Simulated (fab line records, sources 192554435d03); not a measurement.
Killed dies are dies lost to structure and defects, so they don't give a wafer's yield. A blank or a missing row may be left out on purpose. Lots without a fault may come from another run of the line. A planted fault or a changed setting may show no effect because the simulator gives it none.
A struck lot beside a sound one | flow n5_finfet | 39 steps out of a route of 1938
Sound: wafers L835.2, L835.3, L835.6. Struck: wafers L844.2, L844.3. The cause comes at the end.
At each step with rows: each side's tool, then ch and its chambers, then its first start. Under that, the readings that differ: sound wafers | struck wafers | difference of the means | sigmas: that difference in standard deviations of wafers without a fault.
alike: readings whose means differ by less than 2 such deviations, and words and numbers that are the same on both sides. not compared: withheld readings, readings that some wafer has no value for, bounds like >300 that may hide the same value, and numbers for which the record gives no deviation and whose values overlap.
The two part at a step that has a row with sigmas, a row that says differs or no value, or rows on one side only. Numbers that don't overlap but have no deviation are shown without sigmas and don't part them. A reading that every wafer of one side lacks parts them only if that side has two wafers or more.

first, 11 steps without rows for these wafers: N5_BEOL_M3_STRIP_65 (strips in N2/H2); N5_BEOL_M3_STRIP_75 (strips in N2/H2); N5_BEOL_M3_STRIP_66 (strips in CF4); N5_BEOL_M3_HM_OPEN_17 (chemistry Cl2/BCl3, target TiN, target depth 20 nm, overetch 6 nm); N5_BEOL_M3_STRIP_19 (strips in O2); N5_BEOL_M3_COAT_67 (time 60 s, resist thk 60 nm); N5_BEOL_M3_COAT_68 (time 60 s, resist thk 12 nm); N5_BEOL_M3_COAT_76 (time 60 s, resist thk 5 nm); N5_BEOL_M3_COAT_22 (resist thk 30 nm); N5_BEOL_M3_EBR_24; N5_BEOL_M3_SOFTBAKE_23 (time 60 s).
N5_BEOL_M3_EXPOSE_25: exposes mask V2, defocus 5 nm.
  sound on euv_scanner-02 ch 0, day 9 16:12; struck on euv_scanner-02 ch 0, day 11 22:41
  reading                         | sound       | struck    | difference | sigmas
  model.BEOL_M3.overlay_x_nm (nm) | 0.4 0.4 0.4 | 10.2 10.2 | +9.8       |
  alike: mask
then, 2 steps without rows for these wafers: N5_BEOL_M3_PEB_26 (peb time 60 s); N5_BEOL_M3_DEVELOP_27 (develop time 30 s).
N5_BEOL_M3_OVL_MEAS_29:
  sound on overlay-01 ch 0, day 9 16:23; struck on overlay-01 ch 0, day 11 22:52
  reading     | sound         | struck   | difference | sigmas
  V2_OVL (nm) | -0.3 -0.4 0.9 | 10.7 9.8 | +10.2      | +13
then, 22 steps without rows for these wafers: N5_BEOL_M3_DESCUM_33 (chemistry O2, time 7 s); N5_BEOL_M3_ETCH_77 (etches underlayer in N2/H2, target depth 6.5 nm, time 5.2 s); N5_BEOL_M3_ETCH_69 (etches SiARC in CF4, target depth 15.6 nm, time 26 s); N5_BEOL_M3_ALD_98 (deposits SiO2, target thk 2.5 nm, pulse time 1 s, co reactant pulse time 1 s); N5_BEOL_M3_ETCHBACK_99 (etches SiO2 in CHF3, target depth 5 nm, time 10.4 s); N5_BEOL_M3_ETCH_70 (etches SOC in N2/H2, target depth 80 nm, overetch 16 nm, time 120 s); N5_BEOL_M3_STRIP_71 (strips in N2/H2); N5_BEOL_M3_STRIP_78 (strips in N2/H2); N5_BEOL_M3_VIA_ETCH_34 (etches the open film in C4F6/O2, target depth 69.4 nm, time 65.9 s); N5_BEOL_M3_STRIP_83 (strips in C4F6/O2); N5_BEOL_M3_STRIP_36 (strips in N2/H2); N5_BEOL_M3_TRENCH_ETCH_37 (etches SiOC in C4F6/O2, target depth 55.555 nm, time 29.2 s); N5_BEOL_M3_ETCH_41 (etches SiCN in CH3F/O2, target depth 29.9 nm, time 52.5 s); N5_BEOL_M3_STRIP_97 (strips in N2/H2, time 10 s); N5_BEOL_M3_HM_STRIP_39 (strips TiN in peroxide tin strip, target depth 25 nm, time 158 s); N5_BEOL_M3_SRD_40 (time 30 s); N5_BEOL_M3_PRECLEAN_42 (cleans in residue remover, time 60 s); N5_BEOL_M3_SRD_43 (time 30 s); N5_BEOL_M3_DEGAS_44 (time 60 s); N5_BEOL_M3_PRE_CLEAN_45 (time 30 s); N5_BEOL_M3_ALD_84 (deposits TaN, pulse time 2 s, purge time 3 s, co reactant purge time 2 s); N5_BEOL_M3_SURFACE_TREAT_85.
N5_BEOL_M4_RC_MEAS_101:
  sound on prober-01 ch 0, day 10 19:16; struck on prober-01 ch 0, day 12 23:23
  reading        | sound          | struck    | difference | sigmas
  DIBL_N (mV/V)  | 36.2 32.9 34.8 | 38.8 38.7 | +4.1       | +3
  DIBL_P (mV/V)  | 37.9 33.1 35.3 | 38.5 38.9 | +3.3       | +2
  IOFF_P (nA/um) | 0.22 0.15 0.17 | 0.26 0.25 | +0.08      | +2
  SS_P (mV/dec)  | 73.1 71.0 72.5 | 73.6 73.6 | +1.4       | +2
  alike: IOFF_N, ION_N, ION_P, SS_N, VT_N, VT_P
-- the record jumps here: 5 days lie between the struck wafers' starts before and after (it left off in module BEOL_M4 and takes up again in module PASSIVATION, whose first step shown is number 1936 of the route) --
N5_PASSIVATION_PROBE_49:
  the record has rows for the struck wafers here (prober-02, day 18 04:22) and none for the sound ones

WHERE THEY PART
First at N5_BEOL_M3_OVL_MEAS_29; last, within this record, at N5_PASSIVATION_PROBE_49.

WHY: what the simulator had put in
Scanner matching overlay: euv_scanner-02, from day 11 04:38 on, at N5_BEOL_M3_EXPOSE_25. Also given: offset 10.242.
